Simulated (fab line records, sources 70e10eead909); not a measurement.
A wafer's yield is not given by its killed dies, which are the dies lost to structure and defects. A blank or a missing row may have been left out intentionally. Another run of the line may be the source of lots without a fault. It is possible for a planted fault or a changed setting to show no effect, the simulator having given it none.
Tool commonality check :: flow nandHarc :: Sampled: 3 lots, 7 wafers

WHAT PROMPTED THE OPENING
Flagged at NHARC_END_SORT_01: reading killedAtPeriphery, on 2 of 3 lots. Fault-free wafers read 4, with a standard deviation of 3.2.
Rule: a lot gets a flag if all its wafers with a number sit over 4 standard deviations from that mean, or if no wafer of it has a number. The other lots count as sound.

lot: L161
measured: day 26 04:04
on: prober-01
killedAtPeriphery, wafer by wafer: 573 572 601
flag: FLAGGED

lot: L160
measured: day 26 09:25
on: prober-02
killedAtPeriphery, wafer by wafer: 619 621 621
flag: FLAGGED

lot: L170
measured: day 30 18:19
on: prober-01
killedAtPeriphery, wafer by wafer: 3
flag: 
Averaged over the flagged lots the numbers come to 601, +597 from the usual (+99 or more standard deviations).

WHICH TOOL RAN EACH LOT
Before the reading, the record contains 4 process steps out of a 1302-step route. In each cell: the tool, then ch and the chambers that the sampled wafers went through, then the start.
lot: L161
flag: FLAGGED
NHARC_P_GATE_SPUTTER_78: pvdSputter-01, day 8 07:29
NHARC_A_BONDPAD_DEGAS_25: no row
NHARC_THIN_TSV_DEP_47: no row
NHARC_THIN_TSV_ETCH_59: no row

lot: L160
flag: FLAGGED
NHARC_P_GATE_SPUTTER_78: pvdSputter-02, day 8 00:19
NHARC_A_BONDPAD_DEGAS_25: no row
NHARC_THIN_TSV_DEP_47: no row
NHARC_THIN_TSV_ETCH_59: no row

lot: L170
flag: 
NHARC_P_GATE_SPUTTER_78: pvdSputter-02, day 11 23:34
NHARC_A_BONDPAD_DEGAS_25: pvdSputter-02, day 29 02:13
NHARC_THIN_TSV_DEP_47: pecvd-01 ch 0,2, day 29 22:35
NHARC_THIN_TSV_ETCH_59: rieMetal-02 ch 0,1, day 30 02:49
What is done by these steps:
- NHARC_P_GATE_SPUTTER_78: material Ni, target thk 10 nm.
- NHARC_A_BONDPAD_DEGAS_25: time 60 s.
- NHARC_THIN_TSV_DEP_47: deposits SiO2, target thk 200 nm.
- NHARC_THIN_TSV_ETCH_59: etches the open film in Cl2/BCl3, target depth 880 nm, time 138.1 s.
- NHARC_END_SORT_01

FLAGGED AGAINST TOTAL, ONE TOOL AT A TIME (gauges that did the reading follow at the end)
step: NHARC_P_GATE_SPUTTER_78
tool: pvdSputter-01
lots run: 1
flagged: 1
share of the flagged lots: some
sound lots run after its first flagged lot: 0

step: NHARC_P_GATE_SPUTTER_78
tool: pvdSputter-02
lots run: 2
flagged: 1
share of the flagged lots: some
sound lots run after its first flagged lot: 1 (L170)

step: NHARC_A_BONDPAD_DEGAS_25
tool: pvdSputter-02
lots run: 1
flagged: 0
share of the flagged lots: none
sound lots run after its first flagged lot: -

step: NHARC_THIN_TSV_DEP_47
tool: pecvd-01
lots run: 1
flagged: 0
share of the flagged lots: none
sound lots run after its first flagged lot: -

step: NHARC_THIN_TSV_ETCH_59
tool: rieMetal-02
lots run: 1
flagged: 0
share of the flagged lots: none
sound lots run after its first flagged lot: -

step: NHARC_END_SORT_01
tool: prober-01
lots run: 2
flagged: 1
share of the flagged lots: some
sound lots run after its first flagged lot: 1 (L170)

step: NHARC_END_SORT_01
tool: prober-02
lots run: 1
flagged: 1
share of the flagged lots: some
sound lots run after its first flagged lot: 0

WHAT THE TABLE ALLOWS
No row of the table ran every flagged lot.

WHAT THE SIMULATOR HAD INSERTED
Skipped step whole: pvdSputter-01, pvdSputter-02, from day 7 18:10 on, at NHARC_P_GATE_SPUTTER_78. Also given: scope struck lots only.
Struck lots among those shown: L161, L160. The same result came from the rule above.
